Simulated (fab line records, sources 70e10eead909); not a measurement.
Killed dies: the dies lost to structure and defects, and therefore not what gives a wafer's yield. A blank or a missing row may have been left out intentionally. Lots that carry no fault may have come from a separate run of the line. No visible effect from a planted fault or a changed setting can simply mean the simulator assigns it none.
Problem report, 8D (eight disciplines) form, completed by code | flow nandHarc | the parts of the form that need people (team, actions taken, sign-off) are left out

1. THE ISSUE
On 3 wafers of 1 lot, killedAtPeriphery at NHARC_END_SORT_01 has a mean of 72.7; fault-free wafers read 4.1, standard deviation 2.4. Measured from the usual mean, that is +29 standard deviations.
The first sign was on wafer L724.1 at day 32 04:08, on prober-01. Wafers with a number at this step in the record: 6, from 2 lots. By rule, "out" or "out of limits" means more than 4 standard deviations away from the usual mean. All remaining wafers that have a number are taken as sound.

2. WHAT THIS IS AND IS NOT
question                    | is                                                | is not
which readings at this step | killedAtPeriphery, defectLimitedYield, killedDies | killedAtOther, killedOpen, killedShort
which lots                  | L724                                              | L717
which wafers of those lots  | all that have a number                            | -
read on which gauges        | prober-01                                         | prober-02
when                        | from day 32 04:08                                 | up to then (3 sound wafers)

3. SUSPECTS, AND WHAT RULES EACH OUT
Counting: a tool stays on the suspect list if, at a process step up to the reading, it processed all lots that are out and no sound lot following the first of them.
- the gauge at NHARC_END_SORT_01: kept. All the wafers that are out were read on prober-01, and no step on other tools shows them out.
- pecvd-04 at NHARC_P_M2_PRE_CLEAN_32 (time 12 s): kept. It ran the lot that is out, L724 (day 14 02:28), and no sound lot after that.
- rieDiel-01 at NHARC_THIN_TSV_ETCHBACK_48 (etches the open film in C4F8/Ar, target depth 1028.5 nm, time 405.17 s): kept. It ran the lot that is out, L724 (day 31 12:49), and no sound lot after that.
- pvdSputter-01 at NHARC_THIN_TSV_PVD_19 (deposits TaN, target thk 20 nm): kept. It ran the lot that is out, L724 (day 32 04:08), and no sound lot after that; its last sound lot up to then is L717 (day 29 00:48). NHARC_THIN_TSV_PVD_19 gives no start for some lots, so the hours and the order of its lots are those of NHARC_END_SORT_01.
- pvdSputter-01 at NHARC_THIN_TSV_PVD_51 (deposits Cu, target thk 100 nm): kept. It ran the lot that is out, L724 (day 32 04:08), and no sound lot after that; its last sound lot up to then is L717 (day 29 00:48). NHARC_THIN_TSV_PVD_51 gives no start for some lots, so the hours and the order of its lots are those of NHARC_END_SORT_01.
Left after counting: pecvd-04 at NHARC_P_M2_PRE_CLEAN_32, rieDiel-01 at NHARC_THIN_TSV_ETCHBACK_48, pvdSputter-01 at NHARC_THIN_TSV_PVD_19, pvdSputter-01 at NHARC_THIN_TSV_PVD_51, prober-01 at NHARC_END_SORT_01.

4. THE CAUSE (what the simulator had put in)
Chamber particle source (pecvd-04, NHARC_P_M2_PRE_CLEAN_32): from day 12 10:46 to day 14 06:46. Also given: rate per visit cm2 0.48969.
Of the 5 suspects that counting leaves, this tool is one.

5. THE EFFECT CHAIN, in route order
One row per reading whose mean, taken over the struck wafers that have a number, lies over 3 standard deviations from the usual. Readings are gone through only where the record gives a usual standard deviation; hours: the median, over the lots, of the time from a lot's start at the first step in this table giving one to that lot's start at this step; sigmas: the change measured in usual standard deviations.
hours | step              | reading            | usual  | on struck wafers | change | sigmas
0     | NHARC_END_SORT_01 | defectLimitedYield | 91.1 % | 75.9             | -15.2  | -5.2
0     | NHARC_END_SORT_01 | killedAtPeriphery  | 4.1    | 72.7             | +68.6  | +29
0     | NHARC_END_SORT_01 | killedDies         | 60     | 163              | +103   | +5.2

6. WHAT WOULD HAVE CAUGHT IT SOONER
Counted from the fault's start at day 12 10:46, it took 473 hours until the first out-of-limits reading at a measuring or inspecting step in this record, taken at day 32 04:08.
Of the tool readings at NHARC_P_M2_PRE_CLEAN_32 for which the record gives a usual standard deviation, none was out on any struck wafer, so an alarm limit of 4 standard deviations on them would not have fired.
Lots out: 1; all had begun NHARC_P_M2_PRE_CLEAN_32 on pecvd-04 by day 32 04:08. Had the tool been put on hold then, not one of them would have been saved.
